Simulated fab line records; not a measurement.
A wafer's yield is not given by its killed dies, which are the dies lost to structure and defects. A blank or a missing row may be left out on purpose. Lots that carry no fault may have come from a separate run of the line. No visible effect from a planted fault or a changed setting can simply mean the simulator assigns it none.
Which tool is to blame? + flow nand harc + 6 lots with 18 wafers sampled at 3 steps, on a route of 1302 steps

== WHAT THE GAUGES READ, wafer by wafer ==
NHARC_A_SGD_CUT_INSPECT_25.
| lot  | measured     | on                | raw defect count |
|------|--------------|-------------------|------------------|
| L331 | day 21 01:05 | defect inspect-02 | 445 346 372      |
| L332 | day 21 19:52 | defect inspect-01 | 424 340 616      |
| L334 | day 22 12:31 | defect inspect-01 | 852 892 784      |
| L343 | day 26 00:03 | defect inspect-01 | 390 331 381      |
| L347 | day 28 02:15 | defect inspect-02 | 250 301 219      |
| L349 | day 29 09:07 | defect inspect-02 | 400 451 350      |

== EACH LOT AND THE TOOL THAT RAN IT (in order: tool; ch and the chambers of the sampled wafers; start) ==
| lot  | NHARC_A_SGD_CUT_CMP_21        | NHARC_A_SGD_CUT_STRIP_28                      |
|------|-------------------------------|-----------------------------------------------|
| L331 | cmp-02 ch 0,1,3, day 21 00:20 | rie diel-11 ch 0,1,3, day 21 01:05 or earlier |
| L332 | cmp-01 ch 0,1,2, day 21 19:11 | rie diel-05 ch 0,2,3, day 21 19:52 or earlier |
| L334 | cmp-02 ch 0,1,2, day 22 11:46 | rie diel-05 ch 2,3, day 22 12:31 or earlier   |
| L343 | cmp-02 ch 1,2,3, day 25 23:21 | rie diel-11 ch 1,2,3, day 26 00:03 or earlier |
| L347 | cmp-01 ch 0,1,3, day 28 01:33 | rie diel-11 ch 0,1,2, day 28 02:15 or earlier |
| L349 | cmp-01 ch 0,1,2, day 29 08:24 | rie diel-05 ch 0,3, day 29 09:07 or earlier   |
- NHARC_A_SGD_CUT_CMP_21: polishes, target thk 148.19 nm.
- NHARC_A_SGD_CUT_STRIP_28: strips in O2, time 20 s.

== THE ANSWER, worked out from the rows above alone ==
Rule: what is usual is taken from the lots themselves. The widest of any qualifying gaps counts: lots, ordered by their means at a reading, are off when they make up no more than a third of the lots, leave a main group of 4 or more, and stand apart from it by 3 or more times the standard deviation of that group's means. A main group whose means are all the same, to the digits that the tables above print for the reading, isn't used. A lot without any number at a reading at which 4 lots or more have one is off too. Any other lot the step has rows for is counted as sound.
Off at NHARC_A_SGD_CUT_INSPECT_25 (raw defect count): L334. The main group has a mean of 374 with a standard deviation of 66.
If a tool, at a process step before that reading, ran all the lots that are off and no sound lot after the first of them, it fits. Gauges at NHARC_A_SGD_CUT_INSPECT_25: tried the same way as those tools. NHARC_A_SGD_CUT_STRIP_28: start missing for some lots; hours and lot order therefore follow NHARC_A_SGD_CUT_INSPECT_25. No candidate that was tried fits.

== WHAT THE SIMULATOR PUT IN ==
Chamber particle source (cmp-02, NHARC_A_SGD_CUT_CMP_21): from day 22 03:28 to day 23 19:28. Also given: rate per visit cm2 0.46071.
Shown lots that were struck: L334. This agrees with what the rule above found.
